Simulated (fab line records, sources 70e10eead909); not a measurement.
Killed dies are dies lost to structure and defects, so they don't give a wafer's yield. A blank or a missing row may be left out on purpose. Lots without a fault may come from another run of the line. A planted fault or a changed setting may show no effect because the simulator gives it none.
Which tool did it? | flow nand_harc | 6 lots, 18 wafers sampled, at 4 steps of a route of 1159

WHAT THE GAUGES READ, wafer by wafer
NHARC_END_SORT_01.
lot  | measured     | on        | killed_at_other
L202 | day 21 04:47 | prober-01 | 0 0 0
L203 | day 20 23:54 | prober-02 | 0 1 0
L206 | day 21 16:49 | prober-01 | 0 1 0
L209 | day 22 09:11 | prober-02 | 0 0 0

WHICH TOOL RAN EACH LOT (tool, then ch and the chambers of the sampled wafers, then the start)
lot  | NHARC_A_SLIT_ETCH_26             | NHARC_A_WL_FILL_ALD_00           | NHARC_A_WL_FILL_ALD_02
L199 | har_etch-01 ch 0,1, day 15 12:06 | ald_hk-03 ch 2,3, day 15 21:07   | ald_metal-02 ch 1,2,3, day 15 21:43
L202 | har_etch-01 ch 0,1, day 16 02:14 | ald_hk-01 ch 1,2,3, day 16 13:20 | ald_metal-04 ch 0,1, day 16 13:49
L203 | har_etch-01 ch 0,1, day 16 04:16 | ald_hk-02 ch 1,2,3, day 16 13:29 | ald_metal-03 ch 0,3, day 16 13:56
L206 | har_etch-02 ch 0, day 17 01:16   | ald_hk-03 ch 0,1,2, day 17 08:28 | ald_metal-02 ch 1,3, day 17 08:53
L209 | har_etch-02 ch 0,1, day 17 11:31 | ald_hk-01 ch 1,2,3, day 17 20:25 | ald_metal-04 ch 0,2,3, day 17 20:51
L217 | har_etch-02 ch 0,1, day 19 03:59 | ald_hk-02 ch 0,1,3, day 19 13:25 | ald_metal-03 ch 1,2, day 19 14:00
- NHARC_A_SLIT_ETCH_26: etches the open film in C4F8/O2/Ar, time 90 s, target depth 400 nm.
- NHARC_A_WL_FILL_ALD_00: deposits Al2O3, target thk 3 nm, pulse time 3 s, ald cycles 30.
- NHARC_A_WL_FILL_ALD_02: deposits TiN, target thk 2 nm, pulse time 3 s, ald cycles 100.

THE ANSWER, worked out from the rows above alone
Rule: what is usual is taken from the lots themselves. Put in order of their means at a reading, lots are off if they are a third of the lots or fewer, leave a main group of 4 or more, and stand apart from it by a gap of 3 or more times the standard deviation of the main group's means; of several such gaps the widest counts. A main group whose means are all the same, to the digits that the tables above print for the reading, isn't used. A lot without any number at a reading at which 4 lots or more have one is off too. The other lots that the step has rows for count as sound.
No lot is off at any reading shown: from this, nothing can be told.

WHAT THE SIMULATOR HAD PUT IN
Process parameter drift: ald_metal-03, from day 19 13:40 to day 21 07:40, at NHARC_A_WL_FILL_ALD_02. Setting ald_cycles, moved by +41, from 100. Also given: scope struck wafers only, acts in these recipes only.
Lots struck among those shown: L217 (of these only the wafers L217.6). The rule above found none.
